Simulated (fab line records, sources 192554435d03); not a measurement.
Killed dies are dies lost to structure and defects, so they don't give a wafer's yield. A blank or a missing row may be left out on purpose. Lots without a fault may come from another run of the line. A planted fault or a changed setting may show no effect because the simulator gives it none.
Which tool did it? | flow n5_finfet | 12 lots, 36 wafers sampled, at 1 step of a route of 1938

WHAT THE GAUGES READ, wafer by wafer
N5_BEOL_M14_CD_MEAS_28: target cd 284.4 nm.
lot  | measured     | on        | cd_nm (nm)
L075 | day 12 02:02 | cd_sem-03 | 284.2 281.8 281.1
L078 | day 12 12:48 | cd_sem-02 | 287.8 288.2 287.5
L080 | day 13 05:41 | cd_sem-01 | 282.4 285.6 281.3
L079 | day 13 09:56 | cd_sem-01 | 289.1 288.2 289.5
L082 | day 14 02:30 | cd_sem-01 | 286.4 286.7 285.2
L084 | day 14 08:54 | cd_sem-02 | 289.7 290.4 283.7
L089 | day 15 14:25 | cd_sem-01 | 286.4 288.9 284.9
L087 | day 16 01:11 | cd_sem-01 | 283.1 287.9 285.6
L091 | day 16 10:56 | cd_sem-03 | 291.3 288.7 292.8
L092 | day 17 04:18 | cd_sem-01 | 285.3 284.0 286.9
L095 | day 17 18:44 | cd_sem-03 | 283.3 287.0 285.3
L096 | day 18 01:22 | cd_sem-01 | 287.0 286.3 285.5

WHICH TOOL RAN EACH LOT (tool, then ch and the chambers of the sampled wafers, then the start)
The record holds no process step before these readings.

THE ANSWER, worked out from the rows above alone
Rule: what is usual is taken from the lots themselves. Put in order of their means at a reading, lots are off if they are a third of the lots or fewer, leave a main group of 4 or more, and stand apart from it by a gap of 3 or more times the standard deviation of the main group's means; of several such gaps the widest counts. A main group whose means are all the same, to the digits that the tables above print for the reading, isn't used. A lot without any number at a reading at which 4 lots or more have one is off too. The other lots that the step has rows for count as sound.
No lot is off at any reading shown: from this, nothing can be told.

WHAT THE SIMULATOR HAD PUT IN
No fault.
